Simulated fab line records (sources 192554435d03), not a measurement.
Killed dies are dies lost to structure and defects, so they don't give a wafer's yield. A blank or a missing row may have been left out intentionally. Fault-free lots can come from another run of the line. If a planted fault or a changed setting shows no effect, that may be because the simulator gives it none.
Which of the tools did it? / flow n5Finfet / 24 lots, 72 wafers sampled, at 6 steps of a route of 1938

WHAT EACH GAUGE READ, for each wafer
N5_BEOL_M3_CD_MEAS_11: the cd target is 17.05 nm. Usual: cdNm at 17.09 nm, with a standard deviation of 0.23.
lot=L074; measured=day 6 22:52; on=cdSem-03; cdNm (nm)=17.40 17.29 17.18; flag=
lot=L075; measured=day 7 03:41; on=cdSem-03; cdNm (nm)=16.82 17.35 17.36; flag=
lot=L076; measured=day 7 08:20; on=cdSem-01; cdNm (nm)=17.18 16.52 16.76; flag=
lot=L077; measured=day 7 13:34; on=cdSem-03; cdNm (nm)=16.83 16.83 16.92; flag=
lot=L078; measured=day 7 19:59; on=cdSem-02; cdNm (nm)=17.08 16.98 17.06; flag=
lot=L079; measured=day 8 02:03; on=cdSem-01; cdNm (nm)=17.74 17.27 17.10; flag=
lot=L080; measured=day 8 10:41; on=cdSem-03; cdNm (nm)=16.96 17.53 16.99; flag=
lot=L081; measured=day 8 20:26; on=cdSem-01; cdNm (nm)=17.08 16.80 16.92; flag=
lot=L082; measured=day 8 23:51; on=cdSem-01; cdNm (nm)=17.35 17.18 17.17; flag=
lot=L083; measured=day 9 07:36; on=cdSem-03; cdNm (nm)=17.19 17.34 16.81; flag=
lot=L084; measured=day 9 13:36; on=cdSem-02; cdNm (nm)=17.18 16.81 17.62; flag=
lot=L085; measured=day 10 07:35; on=cdSem-03; cdNm (nm)=17.11 17.06 16.81; flag=
lot=L086; measured=day 10 08:47; on=cdSem-02; cdNm (nm)=17.36 17.00 17.29; flag=
lot=L087; measured=day 10 14:31; on=cdSem-03; cdNm (nm)=17.10 16.87 17.32; flag=
lot=L088; measured=day 10 17:55; on=cdSem-03; cdNm (nm)=16.97 17.28 16.84; flag=
lot=L089; measured=day 11 05:23; on=cdSem-03; cdNm (nm)=16.99 17.13 17.28; flag=
lot=L090; measured=day 11 08:20; on=cdSem-03; cdNm (nm)=17.07 17.08 16.96; flag=
lot=L092; measured=day 11 15:35; on=cdSem-02; cdNm (nm)=17.04 16.79 17.05; flag=
lot=L091; measured=day 11 16:20; on=cdSem-03; cdNm (nm)=17.27 17.42 16.56; flag=
lot=L093; measured=day 11 21:46; on=cdSem-01; cdNm (nm)=17.15 17.04 17.18; flag=
lot=L094; measured=day 12 03:08; on=cdSem-03; cdNm (nm)=16.75 17.06 16.91; flag=
lot=L095; measured=day 12 07:51; on=cdSem-03; cdNm (nm)=17.40 17.34 17.22; flag=
lot=L097; measured=day 13 01:28; on=cdSem-01; cdNm (nm)=16.94 16.80 16.85; flag=
lot=L096; measured=day 13 03:25; on=cdSem-01; cdNm (nm)=16.85 16.86 17.01; flag=

N5_BEOL_M4_THK_MEAS_01. Usual: M4_ILD_THK typically reads 79.4 nm, with standard deviation 0.9.
lot=L074; measured=day 7 09:07; on=filmMetro-01; M4_ILD_THK (nm)=79.5 78.7 81.1; flag=
lot=L075; measured=day 7 12:37; on=filmMetro-02; M4_ILD_THK (nm)=79.6 80.3 80.3; flag=
lot=L076; measured=day 7 17:51; on=filmMetro-01; M4_ILD_THK (nm)=78.8 79.6 79.3; flag=
lot=L077; measured=day 8 00:52; on=filmMetro-01; M4_ILD_THK (nm)=78.5 80.6 79.9; flag=
lot=L078; measured=day 8 05:13; on=filmMetro-02; M4_ILD_THK (nm)=77.6 78.4 80.2; flag=
lot=L079; measured=day 8 11:01; on=filmMetro-01; M4_ILD_THK (nm)=79.8 80.9 80.6; flag=
lot=L080; measured=day 8 23:40; on=filmMetro-02; M4_ILD_THK (nm)=79.2 78.8 79.2; flag=
lot=L081; measured=day 9 03:16; on=filmMetro-02; M4_ILD_THK (nm)=77.9 78.4 78.7; flag=
lot=L082; measured=day 9 23:05; on=filmMetro-01; M4_ILD_THK (nm)=79.6 78.4 80.6; flag=
lot=L083; measured=day 10 03:02; on=filmMetro-02; M4_ILD_THK (nm)=77.7 78.7 79.6; flag=
lot=L084; measured=day 10 05:13; on=filmMetro-02; M4_ILD_THK (nm)=77.8 77.8 79.0; flag=
lot=L085; measured=day 10 18:19; on=filmMetro-02; M4_ILD_THK (nm)=79.7 80.7 80.8; flag=
lot=L086; measured=day 11 04:16; on=filmMetro-01; M4_ILD_THK (nm)=79.6 78.0 79.4; flag=
lot=L087; measured=day 11 05:35; on=filmMetro-02; M4_ILD_THK (nm)=79.9 81.1 80.2; flag=
lot=L088; measured=day 11 11:50; on=filmMetro-02; M4_ILD_THK (nm)=78.8 79.0 80.0; flag=
lot=L089; measured=day 11 14:31; on=filmMetro-02; M4_ILD_THK (nm)=78.8 79.6 79.8; flag=
lot=L090; measured=day 11 16:31; on=filmMetro-01; M4_ILD_THK (nm)=77.5 78.1 79.4; flag=
lot=L092; measured=day 12 01:37; on=filmMetro-02; M4_ILD_THK (nm)=78.3 78.8 80.3; flag=
lot=L091; measured=day 12 06:58; on=filmMetro-02; M4_ILD_THK (nm)=78.8 78.7 80.1; flag=
lot=L093; measured=day 12 13:34; on=filmMetro-01; M4_ILD_THK (nm)=77.8 77.7 79.1; flag=
lot=L094; measured=day 12 15:24; on=filmMetro-01; M4_ILD_THK (nm)=80.5 78.8 80.0; flag=
lot=L095; measured=day 12 19:53; on=filmMetro-02; M4_ILD_THK (nm)=79.1 78.7 79.5; flag=
lot=L097; measured=day 14 01:06; on=filmMetro-02; M4_ILD_THK (nm)=79.3 80.7 79.9; flag=
lot=L096; measured=day 13 22:08; on=filmMetro-02; M4_ILD_THK (nm)=78.6 80.1 80.9; flag=

WHAT TOOL EACH LOT RAN ON (gives the tool, then ch and the chambers of the sampled wafers, and finally the start)
lot=L074; N5_BEOL_M2_CMP_52=cmp-02 ch 0,2,3, day 6 21:43; N5_BEOL_M3_PRE_CLEAN_45=pvdSputter-01, day 7 03:50; N5_BEOL_M3_ALD_84=aldMetal-01 ch 0,1,2, day 7 03:55; N5_BEOL_M3_SPUTTER_94=pvdSputter-02, day 7 07:35
lot=L075; N5_BEOL_M2_CMP_52=cmp-02 ch 0,1,2, day 7 00:59; N5_BEOL_M3_PRE_CLEAN_45=pvdSputter-03, day 7 08:50; N5_BEOL_M3_ALD_84=aldMetal-03 ch 0,1, day 7 08:55; N5_BEOL_M3_SPUTTER_94=pvdSputter-01, day 7 11:13
lot=L076; N5_BEOL_M2_CMP_52=cmp-02 ch 0,1,2, day 7 06:29; N5_BEOL_M3_PRE_CLEAN_45=pvdSputter-02, day 7 14:08; N5_BEOL_M3_ALD_84=aldMetal-02 ch 0,3, day 7 14:15; N5_BEOL_M3_SPUTTER_94=pvdSputter-02, day 7 16:27
lot=L077; N5_BEOL_M2_CMP_52=cmp-04 ch 0,1,3, day 7 11:47; N5_BEOL_M3_PRE_CLEAN_45=pvdSputter-01, day 7 21:06; N5_BEOL_M3_ALD_84=aldMetal-01 ch 2,3, day 7 21:10; N5_BEOL_M3_SPUTTER_94=pvdSputter-03, day 7 23:14
lot=L078; N5_BEOL_M2_CMP_52=cmp-03 ch 0,2,3, day 7 18:26; N5_BEOL_M3_PRE_CLEAN_45=pvdSputter-02, day 8 00:54; N5_BEOL_M3_ALD_84=aldMetal-03 ch 0,3, day 8 01:01; N5_BEOL_M3_SPUTTER_94=pvdSputter-02, day 8 03:34
lot=L079; N5_BEOL_M2_CMP_52=cmp-04 ch 2,3, day 8 00:30; N5_BEOL_M3_PRE_CLEAN_45=pvdSputter-02, day 8 05:23; N5_BEOL_M3_ALD_84=aldMetal-01 ch 0,1, day 8 05:35; N5_BEOL_M3_SPUTTER_94=pvdSputter-03, day 8 09:31
lot=L080; N5_BEOL_M2_CMP_52=cmp-03 ch 0,2,3, day 8 09:09; N5_BEOL_M3_PRE_CLEAN_45=pvdSputter-03, day 8 20:06; N5_BEOL_M3_ALD_84=aldMetal-02 ch 0,2,3, day 8 20:10; N5_BEOL_M3_SPUTTER_94=pvdSputter-03, day 8 22:14
lot=L081; N5_BEOL_M2_CMP_52=cmp-04 ch 0,1,3, day 8 18:38; N5_BEOL_M3_PRE_CLEAN_45=pvdSputter-02, day 8 23:38; N5_BEOL_M3_ALD_84=aldMetal-03 ch 0,1,2, day 8 23:42; N5_BEOL_M3_SPUTTER_94=pvdSputter-02, day 9 01:47
lot=L082; N5_BEOL_M2_CMP_52=cmp-03 ch 0,1,3, day 8 22:19; N5_BEOL_M3_PRE_CLEAN_45=pvdSputter-03, day 9 17:32; N5_BEOL_M3_ALD_84=aldMetal-01 ch 0,1,2, day 9 17:35; N5_BEOL_M3_SPUTTER_94=pvdSputter-03, day 9 21:40
lot=L083; N5_BEOL_M2_CMP_52=cmp-03 ch 0,1, day 9 04:38; N5_BEOL_M3_PRE_CLEAN_45=pvdSputter-02, day 9 22:10; N5_BEOL_M3_ALD_84=aldMetal-03 ch 0,1,2, day 9 22:15; N5_BEOL_M3_SPUTTER_94=pvdSputter-02, day 10 01:35
lot=L084; N5_BEOL_M2_CMP_52=cmp-04 ch 0,1,3, day 9 12:28; N5_BEOL_M3_PRE_CLEAN_45=pvdSputter-01, day 10 00:20; N5_BEOL_M3_ALD_84=aldMetal-02 ch 1,2,3, day 10 00:25; N5_BEOL_M3_SPUTTER_94=pvdSputter-03, day 10 02:43
lot=L085; N5_BEOL_M2_CMP_52=cmp-02 ch 0,2,3, day 10 06:21; N5_BEOL_M3_PRE_CLEAN_45=pvdSputter-01, day 10 14:44; N5_BEOL_M3_ALD_84=aldMetal-03 ch 1,3, day 10 14:48; N5_BEOL_M3_SPUTTER_94=pvdSputter-03, day 10 16:53
lot=L086; N5_BEOL_M2_CMP_52=cmp-02 ch 0,1, day 10 07:37; N5_BEOL_M3_PRE_CLEAN_45=pvdSputter-01, day 10 14:50; N5_BEOL_M3_ALD_84=aldMetal-01 ch 0,1,2, day 10 14:53; N5_BEOL_M3_SPUTTER_94=pvdSputter-01, day 11 02:49
lot=L087; N5_BEOL_M2_CMP_52=cmp-03 ch 0,1,2, day 10 11:07; N5_BEOL_M3_PRE_CLEAN_45=pvdSputter-02, day 11 02:07; N5_BEOL_M3_ALD_84=aldMetal-03 ch 1,2, day 11 02:13; N5_BEOL_M3_SPUTTER_94=pvdSputter-02, day 11 04:12
lot=L088; N5_BEOL_M2_CMP_52=cmp-03 ch 0,2,3, day 10 14:42; N5_BEOL_M3_PRE_CLEAN_45=pvdSputter-01, day 11 07:41; N5_BEOL_M3_ALD_84=aldMetal-03 ch 0,1, day 11 07:46; N5_BEOL_M3_SPUTTER_94=pvdSputter-01, day 11 09:50
lot=L089; N5_BEOL_M2_CMP_52=cmp-03 ch 0,1,2, day 11 01:59; N5_BEOL_M3_PRE_CLEAN_45=pvdSputter-01, day 11 10:44; N5_BEOL_M3_ALD_84=aldMetal-03 ch 0,1,2, day 11 10:47; N5_BEOL_M3_SPUTTER_94=pvdSputter-02, day 11 13:07
lot=L090; N5_BEOL_M2_CMP_52=cmp-04 ch 0,2,3, day 11 05:02; N5_BEOL_M3_PRE_CLEAN_45=pvdSputter-03, day 11 12:42; N5_BEOL_M3_ALD_84=aldMetal-02 ch 0,1,3, day 11 12:47; N5_BEOL_M3_SPUTTER_94=pvdSputter-01, day 11 15:07
lot=L092; N5_BEOL_M2_CMP_52=cmp-04 ch 0,2,3, day 11 13:28; N5_BEOL_M3_PRE_CLEAN_45=pvdSputter-01, day 11 22:02; N5_BEOL_M3_ALD_84=aldMetal-01 ch 2,3, day 11 22:09; N5_BEOL_M3_SPUTTER_94=pvdSputter-01, day 12 00:11
lot=L091; N5_BEOL_M2_CMP_52=cmp-02 ch 1,2,3, day 11 14:12; N5_BEOL_M3_PRE_CLEAN_45=pvdSputter-03, day 12 03:14; N5_BEOL_M3_ALD_84=aldMetal-02 ch 1,2,3, day 12 03:17; N5_BEOL_M3_SPUTTER_94=pvdSputter-01, day 12 05:32
lot=L093; N5_BEOL_M2_CMP_52=cmp-04 ch 1,2, day 11 19:28; N5_BEOL_M3_PRE_CLEAN_45=pvdSputter-03, day 12 09:56; N5_BEOL_M3_ALD_84=aldMetal-01 ch 1,2,3, day 12 10:01; N5_BEOL_M3_SPUTTER_94=pvdSputter-03, day 12 12:10
lot=L094; N5_BEOL_M2_CMP_52=cmp-03 ch 0,1,3, day 11 22:51; N5_BEOL_M3_PRE_CLEAN_45=pvdSputter-03, day 12 10:01; N5_BEOL_M3_ALD_84=aldMetal-03 ch 0,1,3, day 12 10:12; N5_BEOL_M3_SPUTTER_94=pvdSputter-03, day 12 14:00
lot=L095; N5_BEOL_M2_CMP_52=cmp-04 ch 1,2,3, day 12 02:44; N5_BEOL_M3_PRE_CLEAN_45=pvdSputter-02, day 12 16:11; N5_BEOL_M3_ALD_84=aldMetal-03 ch 1,3, day 12 16:14; N5_BEOL_M3_SPUTTER_94=pvdSputter-02, day 12 18:29
lot=L097; N5_BEOL_M2_CMP_52=cmp-03 ch 0,2,3, day 12 23:50; N5_BEOL_M3_PRE_CLEAN_45=pvdSputter-01, day 13 21:31; N5_BEOL_M3_ALD_84=aldMetal-02 ch 0,3, day 13 21:40; N5_BEOL_M3_SPUTTER_94=pvdSputter-03, day 13 23:42
lot=L096; N5_BEOL_M2_CMP_52=cmp-03 ch 0,1, day 13 01:14; N5_BEOL_M3_PRE_CLEAN_45=pvdSputter-01, day 13 18:27; N5_BEOL_M3_ALD_84=aldMetal-01 ch 0,1,2, day 13 18:31; N5_BEOL_M3_SPUTTER_94=pvdSputter-03, day 13 20:44
- N5_BEOL_M2_CMP_52: polishes, stops on SiOC, t overpolish 6.8 s, target thk 40 nm.
- N5_BEOL_M3_PRE_CLEAN_45: time 30 s.
- N5_BEOL_M3_ALD_84: deposits TaN, pulse time 2 s, purge time 3 s, co reactant purge time 2 s.
- N5_BEOL_M3_SPUTTER_94: material Cu, target thk 4.5 nm, time 8.29 s.

WHAT THE TOOLS THEMSELVES READ (means of the sampled wafers that have a number; where no wafer has one, the mark that the record gives instead)
N5_BEOL_M2_CMP_52. Usual: barrierFieldEndpointS 24.6 s, standard deviation 0.66; motorCurrentA 5.9 A, standard deviation 0.72; overpolishRunS 6.800 s, standard deviation 0.0085; slurryFlowMlMin 150.0, standard deviation 0.5; timeToEndpointS 61.6 s, standard deviation 3.
lot=L074; tool=cmp-02; barrierFieldEndpointS (s)=24.6; motorCurrentA (A)=6.0; overpolishRunS (s)=6.795; slurryFlowMlMin=149.7; timeToEndpointS (s)=63.7; flag=
lot=L075; tool=cmp-02; barrierFieldEndpointS (s)=24.8; motorCurrentA (A)=6.1; overpolishRunS (s)=6.801; slurryFlowMlMin=150.2; timeToEndpointS (s)=61.6; flag=
lot=L076; tool=cmp-02; barrierFieldEndpointS (s)=25.7; motorCurrentA (A)=5.8; overpolishRunS (s)=6.797; slurryFlowMlMin=150.3; timeToEndpointS (s)=66.1; flag=
lot=L077; tool=cmp-04; barrierFieldEndpointS (s)=24.9; motorCurrentA (A)=5.1; overpolishRunS (s)=6.798; slurryFlowMlMin=149.9; timeToEndpointS (s)=62.6; flag=
lot=L078; tool=cmp-03; barrierFieldEndpointS (s)=24.7; motorCurrentA (A)=6.2; overpolishRunS (s)=6.791; slurryFlowMlMin=149.7; timeToEndpointS (s)=62.7; flag=
lot=L079; tool=cmp-04; barrierFieldEndpointS (s)=25.5; motorCurrentA (A)=5.1; overpolishRunS (s)=6.796; slurryFlowMlMin=150.0; timeToEndpointS (s)=61.4; flag=
lot=L080; tool=cmp-03; barrierFieldEndpointS (s)=25.0; motorCurrentA (A)=6.2; overpolishRunS (s)=6.794; slurryFlowMlMin=149.9; timeToEndpointS (s)=63.2; flag=
lot=L081; tool=cmp-04; barrierFieldEndpointS (s)=24.9; motorCurrentA (A)=4.9; overpolishRunS (s)=6.800; slurryFlowMlMin=149.8; timeToEndpointS (s)=60.6; flag=
lot=L082; tool=cmp-03; barrierFieldEndpointS (s)=25.4; motorCurrentA (A)=6.5; overpolishRunS (s)=6.803; slurryFlowMlMin=150.1; timeToEndpointS (s)=63.6; flag=
lot=L083; tool=cmp-03; barrierFieldEndpointS (s)=24.7; motorCurrentA (A)=6.1; overpolishRunS (s)=6.794; slurryFlowMlMin=150.2; timeToEndpointS (s)=62.0; flag=
lot=L084; tool=cmp-04; barrierFieldEndpointS (s)=24.2; motorCurrentA (A)=5.0; overpolishRunS (s)=6.800; slurryFlowMlMin=150.0; timeToEndpointS (s)=61.2; flag=
lot=L085; tool=cmp-02; barrierFieldEndpointS (s)=23.8; motorCurrentA (A)=6.1; overpolishRunS (s)=6.804; slurryFlowMlMin=149.3; timeToEndpointS (s)=55.3; flag=
lot=L086; tool=cmp-02; barrierFieldEndpointS (s)=23.8; motorCurrentA (A)=6.2; overpolishRunS (s)=6.800; slurryFlowMlMin=149.9; timeToEndpointS (s)=58.2; flag=
lot=L087; tool=cmp-03; barrierFieldEndpointS (s)=24.3; motorCurrentA (A)=6.3; overpolishRunS (s)=6.798; slurryFlowMlMin=150.2; timeToEndpointS (s)=63.7; flag=
lot=L088; tool=cmp-03; barrierFieldEndpointS (s)=25.1; motorCurrentA (A)=6.0; overpolishRunS (s)=6.799; slurryFlowMlMin=150.6; timeToEndpointS (s)=66.4; flag=
lot=L089; tool=cmp-03; barrierFieldEndpointS (s)=24.8; motorCurrentA (A)=6.0; overpolishRunS (s)=6.804; slurryFlowMlMin=150.1; timeToEndpointS (s)=62.8; flag=
lot=L090; tool=cmp-04; barrierFieldEndpointS (s)=24.4; motorCurrentA (A)=5.3; overpolishRunS (s)=6.800; slurryFlowMlMin=149.8; timeToEndpointS (s)=58.3; flag=
lot=L092; tool=cmp-04; barrierFieldEndpointS (s)=24.3; motorCurrentA (A)=5.3; overpolishRunS (s)=6.797; slurryFlowMlMin=149.9; timeToEndpointS (s)=57.5; flag=
lot=L091; tool=cmp-02; barrierFieldEndpointS (s)=24.0; motorCurrentA (A)=5.9; overpolishRunS (s)=6.806; slurryFlowMlMin=150.2; timeToEndpointS (s)=59.9; flag=
lot=L093; tool=cmp-04; barrierFieldEndpointS (s)=24.3; motorCurrentA (A)=5.2; overpolishRunS (s)=6.799; slurryFlowMlMin=150.2; timeToEndpointS (s)=59.8; flag=
lot=L094; tool=cmp-03; barrierFieldEndpointS (s)=23.4; motorCurrentA (A)=6.4; overpolishRunS (s)=6.796; slurryFlowMlMin=150.2; timeToEndpointS (s)=59.2; flag=
lot=L095; tool=cmp-04; barrierFieldEndpointS (s)=24.7; motorCurrentA (A)=5.0; overpolishRunS (s)=6.802; slurryFlowMlMin=150.4; timeToEndpointS (s)=61.4; flag=
lot=L097; tool=cmp-03; barrierFieldEndpointS (s)=24.4; motorCurrentA (A)=6.1; overpolishRunS (s)=6.803; slurryFlowMlMin=149.9; timeToEndpointS (s)=61.9; flag=
lot=L096; tool=cmp-03; barrierFieldEndpointS (s)=25.3; motorCurrentA (A)=6.5; overpolishRunS (s)=6.799; slurryFlowMlMin=150.7; timeToEndpointS (s)=64.5; flag=

N5_BEOL_M3_PRE_CLEAN_45. Usual: heaterPowerW at 337 W, with a standard deviation of 37.
lot=L074; tool=pvdSputter-01; heaterPowerW (W)=290; flag=
lot=L075; tool=pvdSputter-03; heaterPowerW (W)=314; flag=
lot=L076; tool=pvdSputter-02; heaterPowerW (W)=339; flag=
lot=L077; tool=pvdSputter-01; heaterPowerW (W)=336; flag=
lot=L078; tool=pvdSputter-02; heaterPowerW (W)=347; flag=
lot=L079; tool=pvdSputter-02; heaterPowerW (W)=349; flag=
lot=L080; tool=pvdSputter-03; heaterPowerW (W)=335; flag=
lot=L081; tool=pvdSputter-02; heaterPowerW (W)=335; flag=
lot=L082; tool=pvdSputter-03; heaterPowerW (W)=341; flag=
lot=L083; tool=pvdSputter-02; heaterPowerW (W)=336; flag=
lot=L084; tool=pvdSputter-01; heaterPowerW (W)=317; flag=
lot=L085; tool=pvdSputter-01; heaterPowerW (W)=298; flag=
lot=L086; tool=pvdSputter-01; heaterPowerW (W)=322; flag=
lot=L087; tool=pvdSputter-02; heaterPowerW (W)=347; flag=
lot=L088; tool=pvdSputter-01; heaterPowerW (W)=350; flag=
lot=L089; tool=pvdSputter-01; heaterPowerW (W)=326; flag=
lot=L090; tool=pvdSputter-03; heaterPowerW (W)=377; flag=
lot=L092; tool=pvdSputter-01; heaterPowerW (W)=304; flag=
lot=L091; tool=pvdSputter-03; heaterPowerW (W)=382; flag=
lot=L093; tool=pvdSputter-03; heaterPowerW (W)=352; flag=
lot=L094; tool=pvdSputter-03; heaterPowerW (W)=338; flag=
lot=L095; tool=pvdSputter-02; heaterPowerW (W)=355; flag=
lot=L097; tool=pvdSputter-01; heaterPowerW (W)=325; flag=
lot=L096; tool=pvdSputter-01; heaterPowerW (W)=355; flag=

N5_BEOL_M3_ALD_84. Usual: heaterPowerW at 449 W, with a standard deviation of 52.
lot=L074; tool=aldMetal-01; heaterPowerW (W)=412; flag=
lot=L075; tool=aldMetal-03; heaterPowerW (W)=435; flag=
lot=L076; tool=aldMetal-02; heaterPowerW (W)=536; flag=
lot=L077; tool=aldMetal-01; heaterPowerW (W)=434; flag=
lot=L078; tool=aldMetal-03; heaterPowerW (W)=490; flag=
lot=L079; tool=aldMetal-01; heaterPowerW (W)=399; flag=
lot=L080; tool=aldMetal-02; heaterPowerW (W)=517; flag=
lot=L081; tool=aldMetal-03; heaterPowerW (W)=433; flag=
lot=L082; tool=aldMetal-01; heaterPowerW (W)=408; flag=
lot=L083; tool=aldMetal-03; heaterPowerW (W)=430; flag=
lot=L084; tool=aldMetal-02; heaterPowerW (W)=488; flag=
lot=L085; tool=aldMetal-03; heaterPowerW (W)=434; flag=
lot=L086; tool=aldMetal-01; heaterPowerW (W)=417; flag=
lot=L087; tool=aldMetal-03; heaterPowerW (W)=403; flag=
lot=L088; tool=aldMetal-03; heaterPowerW (W)=430; flag=
lot=L089; tool=aldMetal-03; heaterPowerW (W)=436; flag=
lot=L090; tool=aldMetal-02; heaterPowerW (W)=484; flag=
lot=L092; tool=aldMetal-01; heaterPowerW (W)=445; flag=
lot=L091; tool=aldMetal-02; heaterPowerW (W)=504; flag=
lot=L093; tool=aldMetal-01; heaterPowerW (W)=417; flag=
lot=L094; tool=aldMetal-03; heaterPowerW (W)=460; flag=
lot=L095; tool=aldMetal-03; heaterPowerW (W)=417; flag=
lot=L097; tool=aldMetal-02; heaterPowerW (W)=516; flag=
lot=L096; tool=aldMetal-01; heaterPowerW (W)=413; flag=

N5_BEOL_M3_SPUTTER_94. Usual: substrateTempC -20.02 C, standard deviation 0.1; throttleValvePct 29.6 %, standard deviation 0.99.
lot=L074; tool=pvdSputter-02; substrateTempC (C)=-20.00; throttleValvePct (%)=29.2; flag=
lot=L075; tool=pvdSputter-01; substrateTempC (C)=-19.99; throttleValvePct (%)=29.9; flag=
lot=L076; tool=pvdSputter-02; substrateTempC (C)=-20.14; throttleValvePct (%)=29.6; flag=
lot=L077; tool=pvdSputter-03; substrateTempC (C)=-20.16; throttleValvePct (%)=30.3; flag=
lot=L078; tool=pvdSputter-02; substrateTempC (C)=-19.90; throttleValvePct (%)=28.6; flag=
lot=L079; tool=pvdSputter-03; substrateTempC (C)=-20.08; throttleValvePct (%)=29.5; flag=
lot=L080; tool=pvdSputter-03; substrateTempC (C)=-19.93; throttleValvePct (%)=30.2; flag=
lot=L081; tool=pvdSputter-02; substrateTempC (C)=-19.94; throttleValvePct (%)=29.7; flag=
lot=L082; tool=pvdSputter-03; substrateTempC (C)=-20.09; throttleValvePct (%)=30.2; flag=
lot=L083; tool=pvdSputter-02; substrateTempC (C)=-19.90; throttleValvePct (%)=29.5; flag=
lot=L084; tool=pvdSputter-03; substrateTempC (C)=-20.05; throttleValvePct (%)=30.3; flag=
lot=L085; tool=pvdSputter-03; substrateTempC (C)=-20.00; throttleValvePct (%)=29.5; flag=
lot=L086; tool=pvdSputter-01; substrateTempC (C)=-19.96; throttleValvePct (%)=30.0; flag=
lot=L087; tool=pvdSputter-02; substrateTempC (C)=-20.01; throttleValvePct (%)=29.2; flag=
lot=L088; tool=pvdSputter-01; substrateTempC (C)=-19.98; throttleValvePct (%)=29.4; flag=
lot=L089; tool=pvdSputter-02; substrateTempC (C)=-19.91; throttleValvePct (%)=29.5; flag=
lot=L090; tool=pvdSputter-01; substrateTempC (C)=-20.09; throttleValvePct (%)=29.3; flag=
lot=L092; tool=pvdSputter-01; substrateTempC (C)=-19.96; throttleValvePct (%)=29.7; flag=
lot=L091; tool=pvdSputter-01; substrateTempC (C)=-20.03; throttleValvePct (%)=29.3; flag=
lot=L093; tool=pvdSputter-03; substrateTempC (C)=-20.12; throttleValvePct (%)=29.5; flag=
lot=L094; tool=pvdSputter-03; substrateTempC (C)=-20.02; throttleValvePct (%)=30.2; flag=
lot=L095; tool=pvdSputter-02; substrateTempC (C)=-19.93; throttleValvePct (%)=29.2; flag=
lot=L097; tool=pvdSputter-03; substrateTempC (C)=-20.00; throttleValvePct (%)=29.6; flag=
lot=L096; tool=pvdSputter-03; substrateTempC (C)=-20.06; throttleValvePct (%)=30.3; flag=

THE ANSWER, worked out from the rows above alone
Rule: lot off if the mean of its wafers having a number is beyond 3 standard deviations from the usual mean. A lot without any number at a reading at which 4 lots or more have one is off too. Where the step has rows for the other lots, those lots are counted as sound. Order of review: gauges by route order, followed by the tools' own readings, for which a lot's mean as printed above is used. The first step at which some lot is off is used, and at that step the reading that is off furthest; a lot without a number counts as furthest.
Nothing can be told from this: no lot is off at any reading shown.

WHAT THE SIMULATOR PUT IN
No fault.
